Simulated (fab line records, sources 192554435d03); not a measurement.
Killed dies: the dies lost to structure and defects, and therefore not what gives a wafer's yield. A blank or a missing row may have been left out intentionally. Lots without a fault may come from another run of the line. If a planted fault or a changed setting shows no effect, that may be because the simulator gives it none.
fab line records	flow n5Finfet
[record] lots = 24	wafers = 72	lastDay = 20
route steps=1938 shown BEOL_M0_CUTY@710 BEOL_M0@716
lots with no fault: from the same line, run without faults
startH: hours from the record's opening day to when the first of the lot's shown wafers began	waitH: how many hours have passed since the lot's step before this one	" repeats the value in the row above	L1.1+2: one row covering several wafers at once	- no value, or no start given	* or withheld: withheld	< > ~ a bound
route shown NAME@n: a module of which the file shows steps, and the number in the route of the first	usual: mean/standard deviation taken from wafers without a fault	same: alike in all rows	chamber/n: place in a boat	sites: the reading at each site	_std_site: the standard deviation of these	_edge_site: inner sites' mean taken away from outer sites' mean	radiusMm: how far each site lies from the wafer's centre	mask NAME#n: copy n	behind: the tool/chamber that last shaped the wafer	hold: the reason the lot was held/the length of the hold in hours/how it ended	device: which transistor (n, p or np) failed to switch	end of line: tests of these same wafers at the route's end	a step with no rows: only its recipe	killed: the dies lost at the first sort to structure and to defects; this is not the yield of the wafer	map: shows each die of a wafer: x if killed, . if not, _ if none is there
set.NAME: the setting the step ran with; set.NAME@STEP: the setting that earlier step ran with	model.NAME: the simulator's own value behind a step, which no gauge read
the route's steps for a sample of lots (tables are steps, rows are wafers)
services: from which hour (startH, from the record's first day; less than 0 if before it) a tool's chamber was out of use, for how many hours, and why
[[steps]]
[step N5_BEOL_M0_CUTY_INSPECT_59]
[recipe] mode = adi	inspectInstrument = macro
[usual] rawDefectCount = 2.0/1.4
lot.wafer	tool	chamber	startH	waitH	rawDefectCount
L074.2	defectInspect-01	-	113.90	0.0	2
L074.3	"	-	"	"	2
L074.4	"	-	"	"	1
L075.1	defectInspect-02	-	124.03	0.0	1
L075.4	"	-	"	"	2
L075.5	"	-	"	"	0
L076.3	defectInspect-01	-	132.84	0.0	3
L076.4	"	-	"	"	1
L076.5	"	-	"	"	5
L077.3	defectInspect-02	-	135.31	0.0	2
L077.4	"	-	"	"	0
L077.5	"	-	"	"	4
L078.1	defectInspect-01	-	137.89	0.0	1
L078.3	"	-	"	"	1
L078.5	"	-	"	"	0
L079.3	defectInspect-01	-	145.80	0.0	1
L079.4	"	-	"	"	0
L079.6	"	-	"	"	2
L080.2	defectInspect-01	-	149.14	0.0	0
L080.4	"	-	"	"	3
L080.6	"	-	"	"	3
L081.2	defectInspect-02	-	157.69	0.0	7
L081.3	"	-	"	"	1
L081.5	"	-	"	"	5
L082.1	defectInspect-02	-	162.63	0.0	0
L082.4	"	-	"	"	4
L082.6	"	-	"	"	2
L083.1	defectInspect-01	-	170.33	0.0	5
L083.2	"	-	"	"	3
L083.6	"	-	"	"	3
L084.2	defectInspect-02	-	175.44	0.0	1
L084.4	"	-	"	"	0
L084.5	"	-	"	"	3
L085.1	defectInspect-02	-	182.26	0.0	0
L085.3	"	-	"	"	3
L085.6	"	-	"	"	2
L086.2	defectInspect-01	-	188.74	0.0	1
L086.3	"	-	"	"	5
L086.4	"	-	"	"	3
L087.3	defectInspect-02	-	195.32	0.0	4
L087.4	"	-	"	"	2
L087.5	"	-	"	"	1
L088.3	defectInspect-01	-	200.11	0.0	1
L088.5	"	-	"	"	1
L088.6	"	-	"	"	4
L089.1	defectInspect-01	-	205.93	0.0	3
L089.3	"	-	"	"	3
L089.4	"	-	"	"	1
L090.1	defectInspect-01	-	209.64	0.0	1
L090.2	"	-	"	"	2
L090.6	"	-	"	"	1
L091.3	defectInspect-02	-	216.09	0.0	2
L091.4	"	-	"	"	0
L091.5	"	-	"	"	2
L092.1	defectInspect-02	-	219.84	0.0	5
L092.3	"	-	"	"	2
L092.6	"	-	"	"	2
L093.3	defectInspect-01	-	226.81	0.0	2
L093.5	"	-	"	"	2
L093.6	"	-	"	"	1
L094.2	defectInspect-02	-	232.89	0.0	1
L094.3	"	-	"	"	0
L094.6	"	-	"	"	0
L095.1	defectInspect-02	-	237.55	0.0	1
L095.2	"	-	"	"	3
L095.3	"	-	"	"	1
L096.1	defectInspect-01	-	246.26	0.0	3
L096.2	"	-	"	"	1
L096.4	"	-	"	"	2
L097.3	defectInspect-02	-	252.77	0.0	3
L097.5	"	-	"	"	3
L097.6	"	-	"	"	2
[step N5_BEOL_M0_CUTY_ETCH_63]
[recipe] chemistry = N2/H2	target = SOC	targetDepthA = 827	overetchA = 165	maskMaterial = SiARC	tempC = 40	ionEnergyEv = 200	timeS = 124	pressureMtorr = 30	sourceW = 840	biasW = 150	n2FlowSccm = 200	h2FlowSccm = 200
[usual] drypumpMotorCurrentA = 5.8/0.52	oesProductAu = 0.61/0.063	rfVppV = 524.1/2.8	showerheadPlenumPTorr = 2.55/0.098	throttleValvePct = 17.8/0.33
lot.wafer	tool	chamber	startH	waitH	drypumpMotorCurrentA	oesProductAu	rfHoursCounterH	rfVppV	showerheadPlenumPTorr	throttleValvePct
L074.2	rieDiel-02	0	114.01	0.0	6.1	0.57	249	519.5	2.40	17.5
L074.3	"	1	"	"	5.5	0.61	184	523.2	2.54	18.2
L074.4	"	2	"	"	5.2	0.58	216	523.7	2.49	17.8
L075.1	rieDiel-06	3	124.14	0.0	6.8	0.58	203	526.5	2.63	17.8
L075.4	"	2	"	"	6.2	0.58	202	527.5	2.64	18.0
L075.5	"	3	"	"	6.8	0.59	-	526.8	2.63	17.8
L076.3	rieDiel-03	2	132.96	0.0	5.7	0.61	159	521.4	2.43	17.8
L076.4	"	0	"	"	4.9	0.56	238	522.4	2.51	17.8
L076.5	"	3	"	"	6.1	0.57	-	518.6	2.41	17.7
L077.3	rieDiel-02	1	135.55	0.0	5.5	0.59	194	522.8	2.54	18.3
L077.4	"	1	"	"	5.5	0.60	-	524.0	2.54	18.2
L077.5	"	3	"	"	6.3	0.60	-	520.2	2.44	17.6
L078.1	rieDiel-02	1	138.33	0.0	5.5	0.60	196	524.3	2.54	18.2
L078.3	"	0	"	"	6.1	0.82	1	528.3	2.72	17.1
L078.5	"	1	"	"	5.5	0.60	-	523.4	2.54	18.2
L079.3	rieDiel-06	2	146.16	0.0	6.2	0.57	209	525.0	2.63	18.0
L079.4	"	1	"	"	5.2	0.58	185	526.3	2.63	17.7
L079.6	"	3	"	"	6.8	0.58	-	525.9	2.63	17.9
L080.2	rieDiel-06	1	149.26	0.0	5.2	0.57	186	525.5	2.63	17.7
L080.4	"	2	"	"	6.2	0.57	209	524.9	2.63	18.0
L080.6	"	1	"	"	5.2	0.57	-	527.3	2.63	17.7
L081.2	rieDiel-03	3	157.80	0.0	6.1	0.56	223	520.6	2.41	17.7
L081.3	"	1	"	"	5.9	0.64	148	527.0	2.65	18.4
L081.5	"	0	"	"	4.9	0.56	-	521.6	2.51	17.8
L082.1	rieDiel-03	2	162.88	0.0	5.6	0.60	169	521.4	2.43	17.8
L082.4	"	3	"	"	6.1	0.56	225	519.6	2.40	17.7
L082.6	"	3	"	"	6.1	0.56	-	519.8	2.40	17.7
L083.1	rieDiel-03	2	170.50	0.0	5.6	0.60	173	520.9	2.42	17.8
L083.2	"	3	"	"	6.1	0.56	228	521.2	2.40	17.7
L083.6	"	2	"	"	5.6	0.60	-	521.2	2.42	17.8
L084.2	rieDiel-02	2	175.55	0.0	5.2	0.56	241	521.9	2.48	17.8
L084.4	"	0	"	"	6.1	0.77	13	530.0	2.71	17.1
L084.5	"	2	"	"	5.2	0.56	-	523.5	2.48	17.8
L085.1	rieDiel-02	3	182.37	0.0	6.3	0.59	181	522.0	2.43	17.6
L085.3	"	2	"	"	5.2	0.56	243	523.4	2.48	17.8
L085.6	"	1	"	"	5.4	0.59	-	523.1	2.53	18.3
L086.2	rieDiel-03	2	188.85	0.0	5.6	0.60	179	521.1	2.42	17.8
L086.3	"	1	"	"	6.0	0.62	160	526.3	2.65	18.4
L086.4	"	0	"	"	4.9	0.80	0	523.1	2.50	17.4
L087.3	rieDiel-02	0	195.43	0.0	6.1	0.76	20	528.4	2.71	17.2
L087.4	"	2	"	"	5.2	0.56	246	523.0	2.48	17.8
L087.5	"	1	"	"	5.5	0.59	-	522.0	2.53	18.3
L088.3	rieDiel-06	0	200.23	0.0	5.9	0.59	195	526.9	2.63	18.0
L088.5	"	2	"	"	6.1	0.56	-	525.8	2.63	18.0
L088.6	"	3	"	"	6.8	0.57	-	526.3	2.62	17.9
L089.1	rieDiel-03	3	206.05	0.0	6.1	0.55	240	518.5	2.40	17.7
L089.3	"	2	"	"	5.7	0.59	186	520.8	2.42	17.8
L089.4	"	1	"	"	5.9	0.63	167	526.7	2.65	18.4
L090.1	rieDiel-03	3	209.75	0.0	6.1	0.55	242	519.8	2.40	17.7
L090.2	"	0	"	"	4.9	0.75	8	522.7	2.50	17.4
L090.6	"	1	"	"	6.0	0.62	-	527.0	2.65	18.4
L091.3	rieDiel-06	2	216.58	0.0	6.2	0.56	230	527.1	2.62	18.1
L091.4	"	3	"	"	6.8	0.58	233	525.9	2.62	17.9
L091.5	"	3	"	"	6.7	0.58	-	526.4	2.62	17.9
L092.1	rieDiel-06	3	220.51	0.0	6.8	0.57	235	524.2	2.62	17.9
L092.3	"	2	"	"	6.1	0.56	231	526.3	2.62	18.0
L092.6	"	0	"	"	5.9	0.59	-	526.8	2.63	18.0
L093.3	rieDiel-02	0	226.96	0.0	6.1	0.74	32	527.9	2.70	17.2
L093.5	"	3	"	"	6.4	0.58	-	521.7	2.43	17.7
L093.6	"	1	"	"	5.4	0.58	-	522.6	2.52	18.3
L094.2	rieDiel-02	3	233.14	0.0	6.4	0.58	201	520.2	2.43	17.7
L094.3	"	1	"	"	5.5	0.58	231	523.9	2.52	18.3
L094.6	"	1	"	"	5.5	0.59	-	524.0	2.52	18.3
L095.1	rieDiel-06	2	237.82	0.0	6.2	0.56	235	525.0	2.62	18.1
L095.2	"	1	"	"	5.2	0.56	214	526.4	2.61	17.7
L095.3	"	3	"	"	6.8	0.57	240	526.1	2.61	17.9
L096.1	rieDiel-03	0	246.38	0.0	4.8	0.73	22	523.5	2.49	17.4
L096.2	"	2	"	"	5.6	0.58	198	521.3	2.41	17.8
L096.4	"	2	"	"	5.7	0.59	-	519.8	2.41	17.8
L097.3	rieDiel-02	1	252.88	0.0	5.5	0.58	239	521.7	2.52	18.3
L097.5	"	0	"	"	6.1	0.73	-	528.2	2.70	17.2
L097.6	"	3	"	"	6.3	0.58	-	520.0	2.42	17.7
[step N5_BEOL_M0_HM_OPEN_105]
[recipe] chemistry = Cl2/BCl3	targetDepthA = 120	target = TiN	ionEnergyEv = 150	pressureMtorr = 10	icpW = 1000	biasW = 126	Cl2_flow_sccm = 53.25	bcl3FlowSccm = 21.75	Ar_flow_sccm = 25
[usual] drypumpMotorCurrentA = 5.4/0.5	heBacksideLeakSccm = 3.43/0.21	oesProductAu = 0.78/0.1	throttleValvePct = 21.82/0.17
lot.wafer	tool	chamber	startH	waitH	drypumpMotorCurrentA	heBacksideLeakSccm	oesProductAu	rfHoursCounterH	throttleValvePct
L074.2	rieMetal-02	0	115.45	1.3	4.9	3.50	0.62	111	21.78
L074.3	"	1	"	"	6.4	3.28	0.95	-	22.01
L074.4	"	0	"	"	4.9	3.50	0.63	-	21.79
L075.1	rieMetal-01	1	127.10	2.8	5.6	3.65	0.83	24	21.58
L075.4	"	0	"	"	5.0	3.42	0.88	-	21.83
L075.5	"	1	"	"	5.6	3.81	0.82	-	21.59
L076.3	rieMetal-01	0	133.31	0.2	4.9	3.41	0.88	-	21.83
L076.4	"	1	"	"	5.6	3.36	0.81	-	21.59
L076.5	"	1	"	"	5.6	3.20	0.82	-	21.58
L077.3	rieMetal-02	1	139.88	4.2	6.4	3.28	0.94	-	21.97
L077.4	"	0	"	"	4.9	3.52	0.62	-	21.80
L077.5	"	1	"	"	6.4	3.31	0.93	-	21.99
L078.1	rieMetal-01	1	144.44	5.9	5.6	3.37	0.82	27	21.59
L078.3	"	0	"	"	4.9	3.19	0.87	-	21.82
L078.5	"	0	"	"	4.9	3.09	0.88	-	21.82
L079.3	rieMetal-01	0	149.29	3.0	5.0	3.47	0.88	-	21.82
L079.4	"	1	"	"	5.7	3.53	0.81	-	21.59
L079.6	"	1	"	"	5.7	3.49	0.81	-	21.59
L080.2	rieMetal-02	0	149.71	0.3	4.8	3.38	0.61	116	21.79
L080.4	"	1	"	"	6.4	3.24	0.91	-	22.02
L080.6	"	1	"	"	6.4	3.29	0.91	-	22.01
L081.2	rieMetal-03	1	160.25	2.3	6.0	3.40	0.65	-	21.78
L081.3	"	1	"	"	6.0	3.32	0.65	-	21.78
L081.5	"	1	"	"	6.0	3.34	0.64	-	21.79
L082.1	rieMetal-01	0	163.13	0.1	4.9	3.22	0.87	21	21.82
L082.4	"	0	"	"	5.0	3.27	0.87	-	21.81
L082.6	"	0	"	"	5.0	3.22	0.88	-	21.81
L083.1	rieMetal-01	1	173.73	3.1	5.7	3.54	0.80	29	21.60
L083.2	"	0	"	"	5.0	3.30	0.86	22	21.82
L083.6	"	1	"	"	5.6	3.28	0.80	-	21.61
L084.2	rieMetal-02	1	180.06	4.3	6.4	3.32	0.90	14	22.01
L084.4	"	0	"	"	4.8	3.68	0.61	-	21.81
L084.5	"	1	"	"	6.4	3.19	0.90	-	22.01
L085.1	rieMetal-01	0	185.67	3.1	5.0	3.24	0.86	23	21.82
L085.3	"	0	"	"	4.9	3.29	0.86	-	21.84
L085.6	"	1	"	"	5.6	3.39	0.80	-	21.59
L086.2	rieMetal-01	1	189.44	0.4	5.6	3.42	0.79	30	21.61
L086.3	"	0	"	"	5.0	3.52	0.86	-	21.81
L086.4	"	1	"	"	5.7	3.49	0.80	-	21.59
L087.3	rieMetal-03	0	195.73	0.1	5.1	3.37	0.82	-	22.15
L087.4	"	1	"	"	6.0	3.32	0.64	-	21.79
L087.5	"	0	"	"	5.1	3.34	0.82	-	22.15
L088.3	rieMetal-02	0	204.44	4.0	4.9	3.64	0.61	-	21.81
L088.5	"	0	"	"	4.8	3.67	0.60	-	21.81
L088.6	"	0	"	"	4.8	3.46	0.61	-	21.79
L089.1	rieMetal-01	0	208.00	1.8	4.9	3.39	0.86	24	21.83
L089.3	"	0	"	"	5.0	3.37	0.86	-	21.82
L089.4	"	1	"	"	5.6	3.74	0.80	-	21.60
L090.1	rieMetal-03	1	212.71	2.8	6.0	3.33	0.64	104	21.79
L090.2	"	0	"	"	5.1	3.57	0.82	35	22.14
L090.6	"	1	"	"	6.0	3.25	0.63	-	21.80
L091.3	rieMetal-03	0	219.70	3.0	5.1	3.45	0.81	-	22.18
L091.4	"	1	"	"	6.0	3.41	0.64	-	21.82
L091.5	"	0	"	"	5.1	3.56	0.81	-	22.16
L092.1	rieMetal-01	0	222.95	2.3	5.0	3.16	0.85	26	21.85
L092.3	"	0	"	"	5.0	3.30	0.85	-	21.85
L092.6	"	0	"	"	4.9	3.18	0.85	-	21.85
L093.3	rieMetal-03	0	230.79	3.7	5.2	3.37	0.81	-	22.15
L093.5	"	1	"	"	6.0	3.29	0.63	-	21.78
L093.6	"	0	"	"	5.2	3.29	0.81	-	22.17
L094.2	rieMetal-03	1	236.06	2.8	6.0	3.52	0.64	106	21.81
L094.3	"	0	"	"	5.1	4.92	0.81	-	22.17
L094.6	"	1	"	"	6.0	3.73	0.64	-	21.79
L095.1	rieMetal-03	0	244.49	6.5	5.1	3.50	0.81	38	22.16
L095.2	"	1	"	"	6.0	3.44	0.65	106	21.79
L095.3	"	0	"	"	5.1	3.52	0.82	-	22.16
L096.1	rieMetal-01	0	247.58	1.0	5.0	3.33	0.85	28	21.85
L096.2	"	1	"	"	5.6	3.11	0.78	34	21.60
L096.4	"	0	"	"	5.0	3.17	0.85	-	21.85
L097.3	rieMetal-01	0	254.47	1.4	5.0	3.10	0.84	-	21.83
L097.5	"	0	"	"	5.0	3.35	0.86	-	21.84
L097.6	"	1	"	"	5.7	3.75	0.78	-	21.62
[step N5_BEOL_M0_SPUTTER_141]
[recipe] material = Cu	targetThkA = 40	tempC = -20	chamberPressurePa = 0.07	powerW = withheld	timeS = 7.37
[usual] chamberPressurePa = 0.07003/0.00015	susceptorTempC = -19.98/0.1	throttleValvePct = 29.7/0.98
lot.wafer	tool	chamber	startH	waitH	chamberPressurePa	susceptorTempC	throttleValvePct
L074.2	pvdSputter-01	-	120.23	0.0	0.07021	-20.11	29.8
L074.3	"	-	"	"	0.06999	-20.00	28.5
L074.4	"	-	"	"	0.07017	-20.00	28.7
L075.1	pvdSputter-01	-	129.80	0.0	0.07009	-19.82	28.7
L075.4	"	-	"	"	0.07001	-20.20	31.3
L075.5	"	-	"	"	0.06987	-19.87	28.5
L076.3	pvdSputter-03	-	137.25	0.0	0.07009	-19.95	30.9
L076.4	"	-	"	"	0.07017	-20.06	30.0
L076.5	"	-	"	"	0.07013	-19.85	29.4
L077.3	pvdSputter-02	-	141.90	0.0	0.07007	-20.06	29.5
L077.4	"	-	"	"	0.07003	-19.96	28.3
L077.5	"	-	"	"	0.0699	-19.89	30.2
L078.1	pvdSputter-01	-	146.85	0.0	0.06971	-19.77	31.7
L078.3	"	-	"	"	0.07	-19.92	28.6
L078.5	"	-	"	"	0.06996	-20.13	28.7
L079.3	pvdSputter-01	-	151.59	0.0	0.07017	-20.19	31.2
L079.4	"	-	"	"	0.06984	-19.99	30.1
L079.6	"	-	"	"	0.06994	-20.04	30.0
L080.2	pvdSputter-01	-	152.03	0.0	0.0704	-19.85	28.9
L080.4	"	-	"	"	0.06995	-20.00	31.5
L080.6	"	-	"	"	0.0701	-19.82	28.6
L081.2	pvdSputter-03	-	163.14	0.0	0.06999	-19.91	29.9
L081.3	"	-	"	"	0.06992	-19.98	29.9
L081.5	"	-	"	"	0.06971	-20.07	29.0
L082.1	pvdSputter-01	-	165.51	0.0	0.06994	-20.09	30.2
L082.4	"	-	"	"	0.07017	-20.01	29.8
L082.6	"	-	"	"	0.07002	-19.91	29.0
L083.1	pvdSputter-02	-	176.25	0.0	0.06985	-19.97	29.4
L083.2	"	-	"	"	0.06979	-20.16	29.7
L083.6	"	-	"	"	0.07003	-20.14	29.3
L084.2	pvdSputter-01	-	182.67	0.0	0.06999	-19.92	31.6
L084.4	"	-	"	"	0.07024	-19.93	28.7
L084.5	"	-	"	"	0.07011	-20.02	31.6
L085.1	pvdSputter-01	-	189.95	0.0	0.06995	-19.82	29.6
L085.3	"	-	"	"	0.07007	-19.97	28.5
L085.6	"	-	"	"	0.07007	-19.87	28.5
L086.2	pvdSputter-01	-	193.79	0.0	0.06967	-19.95	28.6
L086.3	"	-	"	"	0.06989	-19.95	30.1
L086.4	"	-	"	"	0.07013	-19.98	28.8
L087.3	pvdSputter-02	-	198.00	0.0	0.06983	-20.07	29.6
L087.4	"	-	"	"	0.07004	-19.99	29.7
L087.5	"	-	"	"	0.06985	-19.97	30.0
L088.3	pvdSputter-01	-	206.80	0.0	0.07007	-19.88	31.3
L088.5	"	-	"	"	0.06997	-19.95	30.1
L088.6	"	-	"	"	0.07008	-19.90	31.3
L089.1	pvdSputter-01	-	211.54	0.0	0.07008	-20.05	29.9
L089.3	"	-	"	"	0.07013	-19.99	28.6
L089.4	"	-	"	"	0.06975	-20.11	28.5
L090.1	pvdSputter-02	-	215.15	0.0	0.06986	-20.11	29.7
L090.2	"	-	"	"	0.07017	-20.03	29.3
L090.6	"	-	"	"	0.07002	-20.10	29.4
L091.3	pvdSputter-01	-	223.39	0.0	0.07007	-19.97	31.6
L091.4	"	-	"	"	0.06996	-19.93	28.6
L091.5	"	-	"	"	0.06992	-19.99	28.7
L092.1	pvdSputter-03	-	227.54	0.0	0.07003	-19.98	29.1
L092.3	"	-	"	"	0.07016	-20.11	29.8
L092.6	"	-	"	"	0.07001	-19.89	29.1
L093.3	pvdSputter-03	-	234.16	0.0	0.07015	-19.92	31.3
L093.5	"	-	"	"	0.06988	-20.01	30.1
L093.6	"	-	"	"	0.07007	-19.77	31.4
L094.2	pvdSputter-01	-	240.79	0.0	0.06994	-19.83	29.9
L094.3	"	-	"	"	0.07007	-20.10	31.6
L094.6	"	-	"	"	0.07003	-20.00	28.9
L095.1	pvdSputter-03	-	248.43	0.0	0.06992	-20.19	30.0
L095.2	"	-	"	"	0.06986	-19.94	31.4
L095.3	"	-	"	"	0.07009	-19.92	29.1
L096.1	pvdSputter-03	-	251.50	0.0	0.06993	-20.08	29.5
L096.2	"	-	"	"	0.07018	-20.00	29.7
L096.4	"	-	"	"	0.07001	-19.89	31.2
L097.3	pvdSputter-02	-	256.56	0.0	0.07015	-19.95	29.7
L097.5	"	-	"	"	0.07022	-20.00	29.5
L097.6	"	-	"	"	0.06998	-19.95	28.6
[step N5_BEOL_M0_DEP_125]
[recipe] material = SiCN	targetThkA = 80	tempC = withheld	precursor = 3MS/NH3	pressureTorr = 3	rfW = 202	timeS = 14
[usual] showerheadPlenumPTorr = 3.661/0.018	throttleValvePct = 9.0/0.56
lot.wafer	tool	chamber	startH	waitH	showerheadPlenumPTorr	throttleValvePct
L074.2	pecvd-03	2	121.27	0.0	3.681	7.6
L074.3	"	0	"	"	3.667	9.6
L074.4	"	1	"	"	3.651	8.5
L075.1	pecvd-03	2	131.86	0.0	3.669	7.8
L075.4	"	1	"	"	3.659	8.7
L075.5	"	2	"	"	3.665	7.7
L076.3	pecvd-02	2	138.23	0.0	3.626	9.2
L076.4	"	1	"	"	3.677	9.0
L076.5	"	0	"	"	3.675	9.4
L077.3	pecvd-03	2	142.88	0.0	3.674	8.2
L077.4	"	2	"	"	3.667	8.1
L077.5	"	1	"	"	3.646	8.9
L078.1	pecvd-02	1	147.83	0.0	3.675	9.2
L078.3	"	2	"	"	3.644	9.2
L078.5	"	1	"	"	3.686	9.0
L079.3	pecvd-03	1	152.83	0.0	3.652	8.4
L079.4	"	1	"	"	3.657	8.7
L079.6	"	2	"	"	3.667	8.1
L080.2	pecvd-03	1	153.06	0.0	3.664	8.8
L080.4	"	2	"	"	3.668	7.9
L080.6	"	1	"	"	3.647	8.4
L081.2	pecvd-01	2	164.69	0.0	3.652	9.0
L081.3	"	0	"	"	3.668	9.6
L081.5	"	2	"	"	3.646	9.4
L082.1	pecvd-02	0	166.93	0.0	3.682	9.4
L082.4	"	2	"	"	3.634	9.0
L082.6	"	1	"	"	3.685	8.9
L083.1	pecvd-03	1	177.23	0.0	3.650	8.6
L083.2	"	0	"	"	3.659	9.6
L083.6	"	0	"	"	3.671	9.7
L084.2	pecvd-03	2	184.36	0.0	3.669	7.9
L084.4	"	2	"	"	3.669	8.0
L084.5	"	1	"	"	3.670	8.9
L085.1	pecvd-03	2	191.05	0.0	3.666	7.9
L085.3	"	1	"	"	3.665	8.8
L085.6	"	0	"	"	3.658	9.6
L086.2	pecvd-02	2	195.34	0.0	3.635	9.2
L086.3	"	0	"	"	3.676	9.6
L086.4	"	0	"	"	3.676	9.4
L087.3	pecvd-02	2	198.99	0.0	3.645	9.3
L087.4	"	2	"	"	3.642	9.1
L087.5	"	1	"	"	3.684	8.7
L088.3	pecvd-01	1	208.06	0.0	3.627	8.7
L088.5	"	0	"	"	3.674	9.2
L088.6	"	1	"	"	3.642	8.8
L089.1	pecvd-01	0	212.55	0.0	3.668	9.5
L089.3	"	1	"	"	3.625	8.7
L089.4	"	0	"	"	3.659	9.2
L090.1	pecvd-03	2	216.79	0.0	3.677	8.0
L090.2	"	0	"	"	3.658	9.6
L090.6	"	0	"	"	3.654	9.6
L091.3	pecvd-03	0	224.43	0.0	3.661	9.6
L091.4	"	0	"	"	3.666	9.6
L091.5	"	2	"	"	3.666	8.2
L092.1	pecvd-01	1	228.53	0.0	3.642	8.5
L092.3	"	1	"	"	3.643	8.6
L092.6	"	1	"	"	3.625	8.5
L093.3	pecvd-03	0	235.19	0.0	3.668	9.4
L093.5	"	0	"	"	3.667	9.7
L093.6	"	2	"	"	3.670	8.4
L094.2	pecvd-02	2	241.78	0.0	3.634	9.1
L094.3	"	2	"	"	3.623	9.2
L094.6	"	2	"	"	3.625	9.2
L095.1	pecvd-02	2	249.46	0.0	3.631	9.3
L095.2	"	0	"	"	3.670	9.2
L095.3	"	1	"	"	3.691	8.8
L096.1	pecvd-02	2	252.91	0.0	3.626	9.2
L096.2	"	0	"	"	3.670	9.4
L096.4	"	0	"	"	3.680	9.5
L097.3	pecvd-02	2	258.15	0.0	3.627	9.3
L097.5	"	2	"	"	3.639	9.1
L097.6	"	1	"	"	3.687	9.0
[step N5_BEOL_M0_INSPECT_127]
[recipe] inspectInstrument = darkfield	mode = postDep
[usual] rawDefectCount = 66/25
lot.wafer	tool	chamber	startH	waitH	rawDefectCount
L074.2	defectInspect-02	-	121.36	0.0	92
L074.3	"	-	"	"	62
L074.4	"	-	"	"	80
L075.1	defectInspect-01	-	131.95	0.0	65
L075.4	"	-	"	"	70
L075.5	"	-	"	"	62
L076.3	defectInspect-02	-	138.33	0.0	97
L076.4	"	-	"	"	80
L076.5	"	-	"	"	62
L077.3	defectInspect-01	-	142.97	0.0	70
L077.4	"	-	"	"	54
L077.5	"	-	"	"	63
L078.1	defectInspect-02	-	147.92	0.0	77
L078.3	"	-	"	"	65
L078.5	"	-	"	"	49
L079.3	defectInspect-01	-	152.92	0.0	115
L079.4	"	-	"	"	120
L079.6	"	-	"	"	143
L080.2	defectInspect-02	-	153.15	0.0	42
L080.4	"	-	"	"	47
L080.6	"	-	"	"	50
L081.2	defectInspect-02	-	164.78	0.0	39
L081.3	"	-	"	"	89
L081.5	"	-	"	"	45
L082.1	defectInspect-01	-	167.02	0.0	37
L082.4	"	-	"	"	61
L082.6	"	-	"	"	57
L083.1	defectInspect-02	-	177.32	0.0	78
L083.2	"	-	"	"	82
L083.6	"	-	"	"	94
L084.2	defectInspect-02	-	184.46	0.0	66
L084.4	"	-	"	"	65
L084.5	"	-	"	"	87
L085.1	defectInspect-01	-	191.14	0.0	70
L085.3	"	-	"	"	59
L085.6	"	-	"	"	117
L086.2	defectInspect-01	-	195.44	0.0	57
L086.3	"	-	"	"	49
L086.4	"	-	"	"	54
L087.3	defectInspect-02	-	199.09	0.0	57
L087.4	"	-	"	"	52
L087.5	"	-	"	"	67
L088.3	defectInspect-01	-	208.16	0.0	49
L088.5	"	-	"	"	46
L088.6	"	-	"	"	88
L089.1	defectInspect-01	-	212.66	0.0	43
L089.3	"	-	"	"	36
L089.4	"	-	"	"	38
L090.1	defectInspect-02	-	216.88	0.0	60
L090.2	"	-	"	"	65
L090.6	"	-	"	"	68
L091.3	defectInspect-02	-	224.52	0.0	48
L091.4	"	-	"	"	58
L091.5	"	-	"	"	75
L092.1	defectInspect-02	-	228.64	0.0	49
L092.3	"	-	"	"	78
L092.6	"	-	"	"	44
L093.3	defectInspect-01	-	235.29	0.0	85
L093.5	"	-	"	"	62
L093.6	"	-	"	"	55
L094.2	defectInspect-02	-	241.89	0.0	55
L094.3	"	-	"	"	80
L094.6	"	-	"	"	58
L095.1	defectInspect-02	-	249.55	0.0	94
L095.2	"	-	"	"	62
L095.3	"	-	"	"	98
L096.1	defectInspect-01	-	253.00	0.0	62
L096.2	"	-	"	"	36
L096.4	"	-	"	"	30
L097.3	defectInspect-01	-	258.25	0.0	47
L097.5	"	-	"	"	59
L097.6	"	-	"	"	42
[[services]]
tool	chamber	startH	hours	kind
pvdSputter-03	-	95.43	5.3	repair
pecvd-01	-	98.70	0.7	repair
pecvd-01	-	102.70	4.3	pm
rieDiel-06	0	119.41	1.3	repair
pecvd-03	-	123.29	0.9	repair
rieDiel-03	2	127.70	2.8	repair
pecvd-01	1	128.31	13.7	repair
rieMetal-03	-	132.29	15.6	pm
pvdSputter-02	-	134.10	2.2	repair
pvdSputter-01	-	135.91	8.5	repair
pvdSputter-03	-	147.37	0.7	repair
rieMetal-03	0	148.66	21.8	repair
pecvd-03	-	162.54	6.0	pm
pecvd-03	-	171.17	5.5	pm
rieDiel-02	2	187.41	4.7	repair
rieMetal-02	1	199.28	6.9	repair
rieDiel-06	2	204.99	5.7	repair
pecvd-03	-	208.14	1.6	repair
rieDiel-02	0	209.63	4.7	repair
rieDiel-02	2	215.22	8.0	repair
rieDiel-03	2	232.24	9.5	repair
rieDiel-06	-	234.94	0.5	repair
pecvd-02	0	241.45	3.9	repair
rieDiel-03	3	245.80	5.4	repair
[[key]]
fault none
